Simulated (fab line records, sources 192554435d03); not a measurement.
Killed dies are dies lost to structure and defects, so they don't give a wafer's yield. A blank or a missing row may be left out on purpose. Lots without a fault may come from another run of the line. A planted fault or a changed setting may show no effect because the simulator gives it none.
fab line records | flow n5_finfet
record lots=6 wafers=18 last_day=17
route steps=1938 shown BEOL_M5@1167 BEOL_M6@1194 PASSIVATION@1936
lots that met no fault: from a run of the same line without faults
start_h: hours from the record's first day to the start of the lot's first wafer shown | wait_h: hours since the lot's step before | " the same as in the row above | L1.1+2: a row that stands for several wafers | - no value, or no start given | * or withheld: withheld | < > ~ a bound
route shown NAME@n: a module of which the file shows steps, and the number in the route of the first | usual: mean/standard deviation of fault-free wafers | same: alike in all rows | chamber/n: place in a boat | sites: the reading at each site | _std_site: their standard deviation | _edge_site: outer sites' mean less inner sites' | radius_mm: how far each site lies from the wafer's centre | mask NAME#n: copy n | behind: the tool/chamber that last shaped the wafer | hold: why the lot was held/for how many hours/how that ended | device: the transistor (n, p or np) that didn't switch | end of line: the same wafers' tests at the end of the route | a step without rows: its recipe alone | killed: dies lost to structure and defects at the first sort, not the wafer's yield | map: a wafer's dies, x killed, . not, _ none there
set.NAME: the setting as run; set.NAME@STEP: as run at that earlier step | model.NAME: the simulator's own value behind a step, which no gauge read
lots at some steps of the route; a table a step, a row a wafer
services: from which hour (start_h, from the record's first day; less than 0 if before it) a tool's chamber was out of use, for how many hours, and why
## steps
# step N5_BEOL_M5_SRD_43
# recipe time_s=30 temp_c=23 rinse_liquid=diw dry=ipa_marangoni
# step N5_BEOL_M5_CD_MEAS_35
# recipe target_cd_nm=28 target_cd_y_nm=24 polarity=opening
# usual cd_nm=27.9/0.34
# columns lot.wafer tool chamber start_h wait_h cd_nm
L666.1 cd_sem-02 - 184.14 0.0 27.9
L666.3 " - " " 28.4
L666.4 " - " " 28.1
L670.2 cd_sem-03 - 207.86 0.0 27.1
L670.5 " - " " 27.4
L670.6 " - " " 27.5
L673.1 cd_sem-03 - 233.02 0.0 28.2
L673.3 " - " " 28.2
L673.6 " - " " 28.1
L675.2 cd_sem-01 - 241.29 0.0 27.4
L675.3 " - " " 27.4
L675.4 " - " " 28.2
L679.3 cd_sem-02 - 259.39 0.0 28.0
L679.4 " - " " 27.5
L679.6 " - " " 28.0
L688.1 cd_sem-02 - 317.49 0.0 27.6
L688.2 " - " " 27.8
L688.4 " - " " 27.8
# step N5_BEOL_M5_CURE_80
# recipe temp_c=370 time_s=120 ambient=DMADMS/He material=SiCOH_lowk
# usual lamp_power_pct=52.31/0.056 wafer_temp_C_max=371.5/0.47
# columns lot.wafer tool chamber start_h wait_h lamp_power_pct wafer_temp_C_max
L666.1 uv_cure-02 2 184.19 0.0 52.35 370.9
L666.3 " 2 " " 52.31 372.1
L666.4 " 2 " " 52.27 371.9
L670.2 uv_cure-01 1 208.09 0.2 52.36 371.8
L670.5 " 1 " " 52.30 371.6
L670.6 " 1 " " 52.36 372.0
L673.1 uv_cure-01 0 233.07 0.0 52.34 372.7
L673.3 " 0 " " 52.25 371.4
L673.6 " 0 " " 52.32 371.5
L675.2 uv_cure-02 0 241.39 0.1 52.36 371.5
L675.3 " 0 " " 52.22 371.0
L675.4 " 0 " " 52.32 371.3
L679.3 uv_cure-01 2 259.63 0.2 52.39 372.0
L679.4 " 2 " " 52.32 372.0
L679.6 " 2 " " 52.30 372.3
L688.1 uv_cure-02 1 317.53 0.0 52.26 371.6
L688.2 " 1 " " 52.32 371.2
L688.4 " 1 " " 52.37 370.9
# step N5_BEOL_M5_DEGAS_44
# recipe ambient=vacuum temp_c=250 time_s=60
# usual heater_power_w=326/38 susceptor_temp_C=249.99/0.19
# columns lot.wafer tool chamber start_h wait_h heater_power_w susceptor_temp_C
L666.1 pvd_sputter-02 - 184.74 0.5 310 249.72
L666.3 " - " " 408 250.08
L666.4 " - " " 308 250.09
L670.2 pvd_sputter-01 - 208.45 0.3 375 250.25
L670.5 " - " " 293 249.89
L670.6 " - " " 314 249.82
L673.1 pvd_sputter-01 - 233.60 0.5 296 249.95
L673.3 " - " " 386 249.86
L673.6 " - " " 293 250.54
L675.2 pvd_sputter-02 - 242.08 0.6 312 250.50
L675.3 " - " " 311 250.03
L675.4 " - " " 416 250.11
L679.3 pvd_sputter-01 - 261.01 1.3 293 249.85
L679.4 " - " " 383 250.00
L679.6 " - " " 383 250.01
L688.1 pvd_sputter-02 - 318.18 0.6 307 249.96
L688.2 " - " " 297 249.88
L688.4 " - " " 293 250.05
# step N5_BEOL_M5_PRE_CLEAN_45
# recipe gas=H2/He time_s=30 temp_c=250
# step N5_BEOL_M5_ALD_86
# recipe material=TaN target_thk_a=* temp_c=275 ald_precursor_family=PDMAT ald_co_reactant=NH3 pressure_torr=3 carrier_flow_sccm=1500 pulse_time_s=2 purge_time_s=3 co_reactant_purge_time_s=2 co_reactant_pulse_time_s=3 ald_cycles=30 precursor_vessel_temp_c=75 precursor_vessel_pressure_torr=26.25 precursor_vessel_carrier_sccm=1000
# step N5_BEOL_M5_SURFACE_TREAT_87
# recipe gas=Ar time_s=* ion_energy_ev=* ion_current_ma_cm2=0.5 pressure_mtorr=* ar_flow_sccm=30
# step N5_BEOL_M5_CVD_47
# recipe material=Co target_thk_a=30 temp_c=withheld precursor=CCTBA/H2 pressure_torr=30 time_s=216
# step N5_BEOL_M5_SPUTTER_48
# recipe material=Cu target_thk_a=150 temp_c=-20 chamber_pressure_pa=0.07 power_w=withheld time_s=27.62
# step N5_BEOL_M5_ANNEAL_49
# recipe temp_c=400 time_s=1800 ambient=vacuum
# step N5_BEOL_M5_SPUTTER_81
# recipe material=Cu target_thk_a=150 temp_c=-20 chamber_pressure_pa=0.07 power_w=withheld time_s=27.62
# step N5_BEOL_M5_ANNEAL_82
# recipe temp_c=400 time_s=1800 ambient=vacuum
# step N5_BEOL_M5_SPUTTER_83
# recipe material=Cu target_thk_a=150 temp_c=-20 chamber_pressure_pa=0.07 power_w=withheld time_s=27.62
# usual susceptor_temp_C=-19.99/0.1 throttle_valve_pct=29.7/0.8
# columns lot.wafer tool chamber start_h wait_h susceptor_temp_C throttle_valve_pct
L666.1 pvd_sputter-02 - 187.55 0.5 -20.04 29.0
L666.3 " - " " -19.91 30.4
L666.4 " - " " -19.97 29.9
L670.2 pvd_sputter-02 - 211.65 0.5 -19.93 29.4
L670.5 " - " " -20.04 29.0
L670.6 " - " " -19.92 29.0
L673.1 pvd_sputter-02 - 236.46 0.5 -19.95 29.2
L673.3 " - " " -19.98 28.9
L673.6 " - " " -19.87 28.9
L675.2 pvd_sputter-02 - 245.05 0.5 -20.04 29.0
L675.3 " - " " -19.92 30.3
L675.4 " - " " -19.90 29.6
L679.3 pvd_sputter-03 - 263.84 0.5 -19.91 29.5
L679.4 " - " " -19.97 31.1
L679.6 " - " " -20.05 28.5
L688.1 pvd_sputter-02 - 320.91 0.5 -20.09 30.1
L688.2 " - " " -19.83 29.2
L688.4 " - " " -20.12 29.0
# step N5_BEOL_M5_ANNEAL_84
# recipe temp_c=400 time_s=1800 ambient=vacuum
# step N5_BEOL_M5_SPUTTER_88
# recipe material=Cu target_thk_a=150 temp_c=-20 chamber_pressure_pa=0.07 power_w=withheld time_s=27.62
# usual susceptor_temp_C=-19.99/0.11 throttle_valve_pct=29.7/0.84
# columns lot.wafer tool chamber start_h wait_h susceptor_temp_C throttle_valve_pct
L666.1 pvd_sputter-02 - 188.64 0.5 -20.06 29.3
L666.3 " - " " -19.99 30.2
L666.4 " - " " -20.04 29.5
L670.2 pvd_sputter-02 - 212.74 0.5 -19.77 29.4
L670.5 " - " " -19.89 28.9
L670.6 " - " " -19.82 29.1
L673.1 pvd_sputter-02 - 237.55 0.5 -19.95 28.9
L673.3 " - " " -19.98 29.0
L673.6 " - " " -20.07 29.1
L675.2 pvd_sputter-02 - 246.14 0.5 -19.81 29.2
L675.3 " - " " -20.14 30.2
L675.4 " - " " -19.91 29.6
L679.3 pvd_sputter-03 - 264.93 0.5 -20.06 29.2
L679.4 " - " " -20.05 31.1
L679.6 " - " " -20.16 28.3
L688.1 pvd_sputter-02 - 322.00 0.5 -19.96 30.5
L688.2 " - " " -19.85 29.2
L688.4 " - " " -19.90 29.2
# step N5_BEOL_M5_ANNEAL_89
# recipe temp_c=400 time_s=1800 ambient=vacuum
# step N5_BEOL_M5_SPUTTER_90
# recipe material=Cu target_thk_a=45 temp_c=-20 chamber_pressure_pa=0.07 power_w=withheld time_s=8.29
# usual susceptor_temp_C=-20.03/0.1 throttle_valve_pct=29.7/0.81
# columns lot.wafer tool chamber start_h wait_h susceptor_temp_C throttle_valve_pct
L666.1 pvd_sputter-02 - 189.73 0.5 -19.98 29.3
L666.3 " - " " -19.92 30.3
L666.4 " - " " -20.09 29.5
L670.2 pvd_sputter-02 - 213.83 0.5 -19.96 29.5
L670.5 " - " " -20.05 29.1
L670.6 " - " " -19.95 29.3
L673.1 pvd_sputter-02 - 238.64 0.5 -20.08 29.0
L673.3 " - " " -20.06 29.2
L673.6 " - " " -19.88 29.0
L675.2 pvd_sputter-02 - 247.22 0.5 -19.76 29.2
L675.3 " - " " -20.04 30.3
L675.4 " - " " -20.11 29.4
L679.3 pvd_sputter-03 - 266.01 0.5 -19.91 29.1
L679.4 " - " " -20.19 31.3
L679.6 " - " " -20.02 28.7
L688.1 pvd_sputter-02 - 323.08 0.5 -20.08 30.6
L688.2 " - " " -19.96 28.6
L688.4 " - " " -20.04 29.3
# step N5_BEOL_M5_ECD_50
# recipe material=Cu target_thk_a=3000
# step N5_BEOL_M5_ANNEAL_51
# recipe temp_c=225 time_s=90 ambient=N2
# step N5_BEOL_M5_CMP_52
# recipe stop_on=SiCOH_lowk t_overpolish_s=6.9 down_force_psi=1 platen_rpm=50 clearing_platen_down_force_psi=1.5 clearing_platen_rpm=50 post_cmp_clean=cu_alkaline target_thk_nm=62 clearing_platen_pad_velocity_m_s=0.99484 pad_velocity_m_s=0.99484
# usual barrier_field_endpoint_s=24.8/0.66 motor_current_A=6.1/0.53 overpolish_run_s=6.901/0.0088 time_to_endpoint_s=61.7/2.9
# columns lot.wafer tool chamber start_h wait_h barrier_field_endpoint_s motor_current_A overpolish_run_s time_to_endpoint_s
L666.3 cmp-02 2 190.40 0.2 24.4 6.3 6.893 58.2
L666.1 " 3 " " 24.0 5.9 6.896 57.6
L666.4 " 0 " " 24.9 5.9 6.906 59.2
L670.2 cmp-03 1 214.44 0.3 25.1 6.7 6.893 61.8
L670.6 " 2 " " 24.9 5.9 6.894 62.9
L670.5 " 3 " " 24.2 5.5 6.884 57.6
L673.1 cmp-04 3 239.27 0.3 24.4 5.4 6.901 60.8
L673.3 " 0 " " 25.3 7.0 6.907 62.9
L673.6 " 2 " " 24.9 6.7 6.900 59.4
L675.2 cmp-04 2 247.72 0.2 23.4 7.1 6.891 60.3
L675.3 " 0 " " 25.3 6.8 6.901 65.0
L675.4 " 1 " " 24.7 5.2 6.902 64.6
L679.3 cmp-03 0 266.55 0.2 24.4 5.6 6.913 63.2
L679.4 " 2 " " 25.6 5.7 6.900 65.5
L679.6 " 0 " " 24.6 5.6 6.894 62.6
L688.1 cmp-02 3 323.95 0.3 24.3 6.1 6.909 59.9
L688.4 " 1 " " 25.0 6.8 6.909 62.8
L688.2 " 2 " " 24.8 5.8 6.906 62.2
# step N5_BEOL_M5_PRE_CLEAN_77
# recipe gas=NH3/H2 time_s=15 temp_c=* rf_power_w=300
# step N5_BEOL_M5_CO_CAP_78
# recipe material=Co target_thk_a=20 temp_c=200 precursor=CCTBA/H2 pressure_torr=30 time_s=102.1
# step N5_BEOL_M5_PRE_CLEAN_55
# recipe gas=NH3 time_s=15 temp_c=withheld rf_power_w=300
# step N5_BEOL_M5_DEP_56
# recipe material=SiCN target_thk_a=80 temp_c=withheld precursor=3MS/NH3 pressure_torr=3 rf_w=202 time_s=14
# step N5_BEOL_M5_RS_MEAS_57
# recipe thk_meas_gauge=four-point-probe reads=Co_of_BEOL_M5_CO_CAP_78+Cu_of_BEOL_M5_ECD_50+Co_of_BEOL_M5_CVD_47+TaN_of_BEOL_M5_ALD_86
# usual M5_RS=0.391/0.015
# columns lot.wafer tool chamber start_h wait_h M5_RS[ohm/sq]
L666.1 film_metro-01 - 190.92 0.0 0.392
L666.3 " - " " 0.397
L666.4 " - " " 0.412
L670.2 film_metro-01 - 214.89 0.1 0.420
L670.5 " - " " 0.405
L670.6 " - " " 0.382
L673.1 film_metro-01 - 239.78 0.0 0.390
L673.3 " - " " 0.374
L673.6 " - " " 0.408
L675.2 film_metro-01 - 248.28 0.1 0.400
L675.3 " - " " 0.375
L675.4 " - " " 0.416
L679.3 film_metro-02 - 267.07 0.1 0.391
L679.4 " - " " 0.366
L679.6 " - " " 0.368
L688.1 film_metro-01 - 324.50 0.0 0.401
L688.2 " - " " 0.388
L688.4 " - " " 0.361
# step N5_BEOL_M6_ILD_DEP_00
# recipe material=SiCOH_lowk target_thk_a=1797.5 temp_c=300 precursor=DEMS/porogen pressure_torr=5 rf_w=500 time_s=33.4
# step N5_BEOL_M6_CURE_74
# recipe temp_c=385 time_s=240 ambient=He/Ar material=SiCOH_lowk
# step N5_BEOL_M6_THK_MEAS_01
# recipe reads=SiCOH_lowk_of_BEOL_M6_ILD_DEP_00
# usual M6_ILD_THK=155.5/2
# columns lot.wafer tool chamber start_h wait_h M6_ILD_THK[nm]
L666.1 film_metro-02 - 191.56 0.4 153.9
L666.3 " - " " 154.9
L666.4 " - " " 155.9
L670.2 film_metro-02 - 215.53 0.4 154.9
L670.5 " - " " 159.1
L670.6 " - " " 157.4
L673.1 film_metro-02 - 240.42 0.4 153.7
L673.3 " - " " 154.4
L673.6 " - " " 155.5
L675.2 film_metro-02 - 248.94 0.4 152.1
L675.3 " - " " 158.1
L675.4 " - " " 154.5
L679.3 film_metro-01 - 267.71 0.3 152.2
L679.4 " - " " 156.6
L679.6 " - " " 154.9
L688.1 film_metro-01 - 325.14 0.4 156.1
L688.2 " - " " 155.6
L688.4 " - " " 157.5
# step N5_BEOL_M6_PECVD_70
# recipe material=SiO2 target_thk_a=200 temp_c=400 precursor=TEOS/O2 pressure_torr=5.5 rf_w=450 teos_flow_sccm=53.8 gas=O2 flow_sccm=3000 time_s=22.7
# step N5_BEOL_M6_HM_DEP_02
# recipe material=TiN target_thk_a=200 temp_c=25 chamber_pressure_pa=0.49996
# step N5_BEOL_M6_COAT_59
# recipe resist=SOC temp_c=250 time_s=60 spin_rpm=1500 resist_thk_nm=100
# step N5_BEOL_M6_COAT_60
# recipe resist=SiARC temp_c=220 time_s=60 spin_rpm=1500 resist_thk_nm=35
# step N5_BEOL_M6_COAT_05
# recipe resist=CAR-ArF spin_rpm=1500 resist_thk_nm=90
# step N5_BEOL_M6_EBR_07
# recipe solvent=PGMEA ebr_width_mm=1.5
# step N5_BEOL_M6_SOFTBAKE_06
# recipe temp_c=110 time_s=60 resist=CAR-ArF
# step N5_BEOL_M6_EXPOSE_08
# recipe mask_id=M6 na=1.35 source_shape=dipole sigma_inner=0.817 sigma_outer=0.97 polarization=te dose_mj=68.25
# step N5_BEOL_M6_PEB_09
# recipe peb_temp_c=withheld peb_time_s=60 resist=CAR-ArF
# step N5_BEOL_M6_DEVELOP_10
# recipe develop_time_s=30 developer=TMAH resist=CAR-ArF rinse_liquid=diw dry=air_spin dev_temp_c=23
# step N5_BEOL_M6_CD_MEAS_11
# recipe target_cd_nm=38.5 landing_energy_ev=500 detector=se_inlens polarity=opening
# usual cd_nm=38.6/0.49
# columns lot.wafer tool chamber start_h wait_h cd_nm
L666.1 cd_sem-01 0 195.04 - 38.9
L666.3 " 0 " " 38.9
L666.4 " 0 " " 39.2
L670.2 cd_sem-02 0 216.75 - 39.1
L670.5 " 0 " " 38.3
L670.6 " 0 " " 39.1
L673.1 cd_sem-02 0 242.39 - 38.7
L673.3 " 0 " " 39.0
L673.6 " 0 " " 38.0
L675.2 cd_sem-03 0 250.49 - 37.8
L675.3 " 0 " " 38.5
L675.4 " 0 " " 38.1
L679.3 cd_sem-03 0 269.40 - 37.6
L679.4 " 0 " " 38.6
L679.6 " 0 " " 38.0
L688.1 cd_sem-01 0 326.83 - 37.8
L688.2 " 0 " " 37.8
L688.4 " 0 " " 38.3
# step N5_BEOL_M6_OVL_MEAS_12
# recipe points_per_wafer=44
# usual M6_OVL=0.3/0.7
# same points_per_wafer=44
# columns lot.wafer tool chamber start_h wait_h M6_OVL[nm]
L666.1 overlay-02 0 195.07 0.0 0.4
L666.3 " 0 " " 0.3
L666.4 " 0 " " -0.1
L670.2 overlay-01 0 216.78 0.0 0.2
L670.5 " 0 " " 0.5
L670.6 " 0 " " -0.8
L673.1 overlay-01 0 242.42 0.0 0.4
L673.3 " 0 " " -0.1
L673.6 " 0 " " -0.9
L675.2 overlay-01 0 250.52 0.0 -0.5
L675.3 " 0 " " 0.2
L675.4 " 0 " " 0.4
L679.3 overlay-02 0 269.43 0.0 0.7
L679.4 " 0 " " -0.4
L679.6 " 0 " " 0.4
L688.1 overlay-01 0 326.86 0.0 0.2
L688.2 " 0 " " 0.1
L688.4 " 0 " " -1.2
# step N5_PASSIVATION_PROBE_49
# usual defect_limited_yield=91.0/1.5 killed_at_M0_to_M3=35/11 killed_at_M4_up=13/6 killed_at_contacts=14/6.5 killed_at_front_end=40/12 killed_at_other=4/3.4 killed_dies=106/18 killed_open=68/14 killed_short=35/7.7 sort_bin_5_function=5.2/0.98 sort_bin_6_memory=3.4/0.72 sort_n_pass=1074/18 sort_yield_pct=91.0/1.5
# same gross_dies=1180 killed_at_back_side=0 sort_bin_4_leakage[%]=0 sort_bin_8_speed[%]=0
# columns lot.wafer tool chamber start_h wait_h defect_limited_yield[%] killed_at_M0_to_M3 killed_at_M4_up killed_at_contacts killed_at_front_end killed_at_other killed_dies killed_open killed_short sort_bin_5_function[%] sort_bin_6_memory[%] sort_n_pass sort_yield_pct[%]
L673.1 prober-01 - 335.55 0.0 84.2 30 96 7 49 5 187 55 37 10.0 4.2 993 84.2
L673.3 prober-01 - 335.65 0.1 81.3 30 103 12 64 12 221 84 48 11.4 5.7 959 81.3
L673.6 prober-01 - 335.80 0.3 79.6 27 110 24 70 10 241 102 41 12.5 6.5 939 79.6
L675.2 prober-02 - 337.79 0.1 84.0 28 105 8 43 5 189 69 32 8.9 5.7 991 84.0
L675.3 prober-02 - 337.84 0.1 85.8 16 113 9 29 0 167 43 22 9.1 4.6 1013 85.8
L675.4 prober-02 - 337.89 0.2 83.6 30 108 9 43 4 194 63 42 10.7 4.2 986 83.6
# killed by level:class
L673.1 BEOL_M5:unspecified=92 BEOL_M1:geometric_particle:open=10 STI_FIN_REVEAL:geometric_particle:open=8 BEOL_M0_SAQP:geometric_particle:short=6 FIN_SAQP:geometric_particle:short=5 MOL_CONTACT_COAG:geometric_particle:open=5 FIN_SAQP:geometric_particle:open=4 BEOL_M0_SAQP:geometric_particle:open=4
L673.3 BEOL_M5:unspecified=86 FIN_SAQP:geometric_particle:open=15 STI_FIN_REVEAL:geometric_particle:open=13 MOL_CONTACT_COAG:geometric_particle:open=11 FIN_SAQP:geometric_particle:short=9 BEOL_M4:geometric_particle:open=8 BEOL_M0_SAQP:geometric_particle:open=7 BEOL_M0_SAQP:geometric_particle:short=6
L673.6 BEOL_M5:unspecified=97 MOL_CONTACT_COAG:geometric_particle:open=19 FIN_SAQP:geometric_particle:short=18 FIN_SAQP:geometric_particle:open=16 STI_FIN_REVEAL:geometric_particle:open=11 GATE_CUT:geometric_particle:open=8 BEOL_M1:geometric_particle:open=7 DUMMY_GATE:geometric_particle:open=5
L675.2 BEOL_M5:unspecified=88 DUMMY_GATE:geometric_particle:open=11 FIN_SAQP:geometric_particle:open=8 FIN_SAQP:geometric_particle:short=8 MOL_CONTACT_COAG:geometric_particle:open=7 BEOL_M0_SAQP:geometric_particle:short=7 BEOL_M1:geometric_particle:open=7 STI_FIN_REVEAL:geometric_particle:open=6
L675.3 BEOL_M5:unspecified=100 BEOL_M1:geometric_particle:open=10 MOL_CONTACT_COAG:geometric_particle:open=6 STI_FIN_REVEAL:geometric_particle:open=5 DUMMY_GATE:geometric_particle:open=5 FIN_SAQP:geometric_particle:open=4 BEOL_M4:geometric_particle:short=4 FIN_SAQP:geometric_particle:short=3
L675.4 BEOL_M5:unspecified=89 BEOL_M4:geometric_particle:short=11 FIN_SAQP:geometric_particle:short=10 FIN_SAQP:geometric_particle:open=9 STI_FIN_REVEAL:geometric_particle:open=8 MOL_CONTACT_COAG:geometric_particle:open=8 BEOL_M0_SAQP:geometric_particle:open=8 BEOL_M1:geometric_particle:open=7
# map L673.6 (x killed, . not)
_________________............________________
______________........x.....x..._____________
___________.x.......x....x........x__________
__________........xx......x......x.._________
________..x...........x.....x..xx....._______
_______...................x.......xx...______
______...............x......x..........._____
_____....x...............................____
____......x.xx.......xxx....x....x..x.....___
___.x.......xx......................x..x...__
___.xxx.x.xx.........................x.....__
__................x.....x...x............x.._
__...........x..........x.xx.....x.x...x...._
_.......x...x.....x..xx..x.......x..x........
_..x......................x..x..........x....
_.........................x......xx.xx.......
_...........x.x..................x..xx.......
_.......x.........x...x....x..xxxx..x.xxxx...
_x.....x......xx....x........xxxxxxxxxxxx...x
_.................x........xxxxxxxxxxxxx.x...
_.........xx................x.xxxxxxxxx....xx
__............x..........x.xxxxxxxxxxxxxx.x._
__.........x.....x.x..x.......xxxxxxxx......_
___.......x......xx........x.xxxxxxxxxxxx..__
___..x.............xx.........x.xxxxxxxx...__
____xx.....x....x......x.x..x...xx.x.x....___
_____.......x.......x.....x.x.....x..xxx.____
______.......................x...xx....._____
_______.....xx..............x.x........______
________.x......xx........xx.x.....x.._______
__________xx........xx.x..x.....x..._________
___________..........x..xx.......x.__________
______________x.x......x........_____________
_________________..x........x________________
# map L675.4 (x killed, . not)
_________________........x...________________
______________....x....x........_____________
___________x.......x.......x.......__________
__________......x.....xx.......x.x.._________
________...x..................x......._______
_______...x........x.....x.......x.....______
______.x.........................x.x...._____
_____......x..................x.x........____
____...............x.x......x..x......xx..___
___......x........................x........__
___.........x..............x..........x....__
__...................................x......_
__.............x..........x..x........x....._
_..............x..............x..............
_...xx...................x...x.....x.........
_.x..............x....xx.....................
_.x.........x...........x....................
_............................................
_.......x..x......x........x...x.xx..........
_.........x....x.....x..x...x.........x......
_........x..................................x
__.....x...x........x..x...................._
__....x.........x.....x.x....x.............._
___..................................x...x.__
___.....x..x....x.x.x....x...............x.__
____..x......x..xxx.xx.xx.........x.x..x..___
_____...x.x..xx..xx..x.................xx____
______......x.xxxxxxxx.xx........x..x.xx_____
_______..x.x..xxxxxxxxxx........x......______
________.x...xxxxxxxxxxx.x...x........_______
__________.xx.xxxxxxxxxxx.x....x...._________
___________.xxxxxxxxxxx............__________
______________.xxxxxxxxx.x.x...x_____________
_________________xxx.x.x..x.x________________
## services
# columns tool chamber start_h hours kind
uv_cure-01 - 165.90 2.8 pm
cmp-03 - 181.03 5.0 pm
pvd_sputter-02 - 205.02 2.0 repair
uv_cure-02 - 210.46 2.8 pm
uv_cure-01 - 220.47 1.0 pm
cmp-02 - 231.34 4.0 pm
cmp-04 - 233.64 1.8 repair
cmp-02 - 235.34 - consumable_replace:conditioner
cmp-02 - 235.34 - consumable_replace:pad
pvd_sputter-01 - 246.25 3.0 repair
uv_cure-02 - 252.87 0.4 repair
cmp-04 - 258.03 0.8 repair
cmp-03 - 276.92 1.5 repair
uv_cure-02 - 293.88 0.3 repair
cmp-02 - 312.55 0.3 repair
## key
first_sign step=N5_PASSIVATION_PROBE_49 reading=killed_at_M4_up direction=up sigmas=15 usual=13 struck=106
effect step=N5_PASSIVATION_PROBE_49 reading=killed_dies direction=up sigmas=5.2 usual=106 struck=200
more_kills_born_at N5_BEOL_M5_SPUTTER_83@pvd_sputter-02=552
met_at N5_BEOL_M5_SPUTTER_83
struck_wafers L673.1,L673.3,L673.6,L675.2,L675.3,L675.4
onset_between 211.65 236.46
also_fits N5_BEOL_M5_CMP_52:cmp-04
fault kind=chamber_particle_source tool=pvd_sputter-02 chamber=- onset_h=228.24 steps=N5_BEOL_M5_SPUTTER_83 rate_per_visit_cm2=0.41026 end_h=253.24
